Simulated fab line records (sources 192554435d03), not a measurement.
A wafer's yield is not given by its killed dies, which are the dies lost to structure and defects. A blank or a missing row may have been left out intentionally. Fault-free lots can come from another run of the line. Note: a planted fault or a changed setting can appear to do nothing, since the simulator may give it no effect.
Struck lot and sound lot, side by side | flow n5 finfet | 39 steps out of a route of 1938
Sound: wafers L227.3, L227.4, L227.6. Wafers L218.1, L218.4, L218.6 were the ones struck. Last of all comes the cause.
Order at every step that has rows: each side's tool, ch and its chambers, its first start. Under that, the readings that differ: sound wafers | struck wafers | difference of the means | sigmas: that difference in standard deviations of wafers without a fault.
alike: words and numbers the same on both sides, and readings whose means are apart by under 2 such deviations; not compared: readings that were withheld, readings missing a value for some wafer, numbers with overlapping values and no deviation given by the record, and bounds like >300 which may hide the same value.
Wherever a step has rows on one side only, a row that says differs or no value, or a row with sigmas, the two part there. Numbers that don't overlap but have no deviation are shown without sigmas and don't part them. Lack of a reading on every wafer of one side parts them only where that side has two or more wafers.

first, 11 steps without rows for these wafers: N5_HKMG_FIN_DESCUM_53 (chemistry O2, time 7.9 s); N5_HKMG_FIN_ETCH_54 (etches SiARC in CF4, target depth 45.5 nm, time 75.8 s); N5_HKMG_FIN_ETCH_55 (etches SOC in N2/H2, target depth 240 nm, time 300 s); N5_HKMG_FIN_STRIP_56 (strips in N2/H2); N5_HKMG_FIN_STRIP_57 (strips in CF4); N5_HKMG_FIN_ETCH_58 (etches SOC in N2/H2, target depth 215.8 nm, time 741 s); N5_HKMG_FIN_STRIP_93 (strips SOC in N2/H2, time 20 s); N5_HKMG_FIN_WET_ETCH_76 (etches Al2O3 in dNH4OH, stops on La2O3, target depth 2.25 nm, rinse time 30 s); N5_HKMG_FIN_STRIP_60 (strips in N2/H2, time 360 s); N5_HKMG_FIN_WET_ETCH_77 (etches La2O3 in dHCl, stops on HfO2, target depth 2 nm); N5_HKMG_FIN_WET_ETCH_78 (etches Al2O3 in dNH4OH, stops on La2O3, target depth 4.5 nm, rinse time 30 s).
N5_HKMG_FIN_ALD_79: deposits TiN, target thk 1.5 nm, pulse time 1 s, purge time 3 s.
  sound on ald metal-02 ch 1,2,3, day 9 18:32; struck on ald metal-03 ch 0,2,3, day 7 14:31
  reading                                  | sound       | struck      | difference | sigmas
  ald cycles                               | 68 68 68    | 27 27 27    | -41        |
  model.TiN_of_HKMG_FIN_ALD_79.thk nm (nm) | 1.6 1.6 1.6 | 0.6 0.6 0.6 | -1.0       |
  alike: heater power w, precursor pulse height rel
then, 25 steps without rows for these wafers: N5_HKMG_FIN_CVD_62 (deposits a-Si from Si2H6, target thk 3 nm, time 20.8 s); N5_HKMG_FIN_RTA_80 (time 2 s); N5_HKMG_FIN_PRECLEAN_64 (cleans in dHF, time 30 s); N5_HKMG_FIN_WET_ETCH_65 (etches a-Si in TMAH, stops on TiN, time 49 s, target depth 3 nm); N5_HKMG_FIN_WET_ETCH_81 (etches TiN in SC1, stops on HfO2, time 57 s, target depth 6 nm); N5_HKMG_FIN_WET_ETCH_82 (etches La2O3 in dHCl, stops on HfO2, target depth 2 nm, rinse time 30 s); N5_HKMG_FIN_ALD_36 (deposits TiN, target thk 1 nm, pulse time 1 s, purge time 3 s); N5_HKMG_FIN_PWFM_ALD_03 (deposits TiN, target thk 2 nm, pulse time 1 s, purge time 3 s); N5_HKMG_FIN_COAT_29 (time 60 s, resist thk 300 nm); N5_HKMG_FIN_COAT_30 (time 60 s, resist thk 35 nm); N5_HKMG_FIN_COAT_06 (resist thk 90 nm); N5_HKMG_FIN_EBR_08; N5_HKMG_FIN_SOFTBAKE_07 (time 60 s); N5_HKMG_FIN_EXPOSE_09 (exposes mask NWFM); N5_HKMG_FIN_PEB_10 (peb time 60 s); N5_HKMG_FIN_DEVELOP_11 (develop time 30 s); N5_HKMG_FIN_DESCUM_17 (chemistry O2, time 7.9 s); N5_HKMG_FIN_ETCH_31 (etches SiARC in CF4, target depth 45.5 nm, time 75.8 s); N5_HKMG_FIN_ETCH_32 (etches SOC in N2/H2, target depth 240 nm, time 300 s); N5_HKMG_FIN_STRIP_33 (strips in N2/H2); N5_HKMG_FIN_STRIP_34 (strips in CF4); N5_HKMG_FIN_ETCH_35 (etches SOC in N2/H2, target depth 215.8 nm, time 243.4 s); N5_HKMG_FIN_STRIP_92 (strips SOC in N2/H2, time 20 s); N5_HKMG_FIN_WET_ETCH_18 (etches TiN in SC1, time 55 s, target depth 5.2 nm, rinse time 30 s); N5_HKMG_FIN_STRIP_19 (strips in N2/H2, time 360 s).
-- here the record skips 4 days between the struck wafers' starts before and after, leaving off in module HKMG_FIN and picking up in module BEOL_M4 (first step shown: number 1111 of the route) --
N5_BEOL_M4_RC_MEAS_101:
  sound on prober-02 ch 0, day 13 23:01; struck on prober-01 ch 0, day 11 04:42
  reading             | sound                     | struck                  | difference | sigmas
  DIBL_N (mV/V)       | 34.3 37.9 38.1            | 33.5 33.1 31.6          | -4.0       | -2
  DIBL_P (mV/V)       | 34.4 38.2 38.1            | 33.5 32.2 30.1          | -5.0       | -2
  IOFF_N (nA/um)      | 0.142 0.200 0.214         | 0.099 0.096 0.073       | -0.096     | -3
  IOFF_P (nA/um)      | 0.20 0.25 0.26            | 0.10 0.10 0.08          | -0.14      | -4
  IOFF_P_85C (nA/um)  | 3.4 4.2 4.3               | 1.9 1.9 1.5             | -2.2       | -4
  IOFF_P_LIN (nA/um)  | 0.098 0.115 0.120         | 0.050 0.051 0.042       | -0.063     | -5
  IOFF_P_LONG (nA/um) | 0.000112 0.00011 0.000111 | 8.1e-05 8.4e-05 7.9e-05 | -3.0e-05   | -3
  ION_N (uA/um)       | 690 686 705               | 653 643 628             | -52        | -4
  ION_P (uA/um)       | 471 472 481               | 429 431 425             | -46        | -5
  VT_N (mV)           | 253 247 243               | 260 260 265             | +14        | +4
  VT_N_LONG (mV)      | 272.1 273.6 273.8         | 280.2 280.3 279.6       | +6.9       | +3
  VT_N_LVT (mV)       | 100 98 94                 | 109 109 114             | +13        | +4
  VT_P (mV)           | -250 -247 -244            | -270 -269 -274          | -24        | -6
  VT_P_LONG (mV)      | -272 -271 -276            | -288 -289 -291          | -16        | -5
  VT_P_LVT (mV)       | -100 -97 -97              | -119 -117 -122          | -21        | -6
  alike: SS_N, SS_P
-- record jumps: 4 days separate the struck wafers' starts on either side; left off in module BEOL_M4, taken up again in module PASSIVATION, whose first shown step is the route's number 1936 --
N5_PASSIVATION_PROBE_49:
  struck on prober-01, day 15 07:37; sound on prober-01, day 17 20:17
  reading              | sound          | struck         | difference | sigmas
  sort_bin_8_speed (%) | 0 0 0          | 17.9 18.9 57.3 | +31.4      | +45
  sort n pass          | 1103 1078 1084 | 879 846 403    | -379       | -20
  sort yield pct (%)   | 93.5 91.4 91.9 | 74.5 71.7 34.2 | -32.1      | -20
  alike: defect limited yield, killed_at_M0_to_M3, killed_at_M4_up, killed at contacts, killed at front end, killed at other, killed dies, killed open, killed short, sort_bin_5_function, sort_bin_6_memory

WHERE THEY PART
First at N5_BEOL_M4_RC_MEAS_101; last, within this record, at N5_PASSIVATION_PROBE_49.

WHY: whatever the simulator had introduced
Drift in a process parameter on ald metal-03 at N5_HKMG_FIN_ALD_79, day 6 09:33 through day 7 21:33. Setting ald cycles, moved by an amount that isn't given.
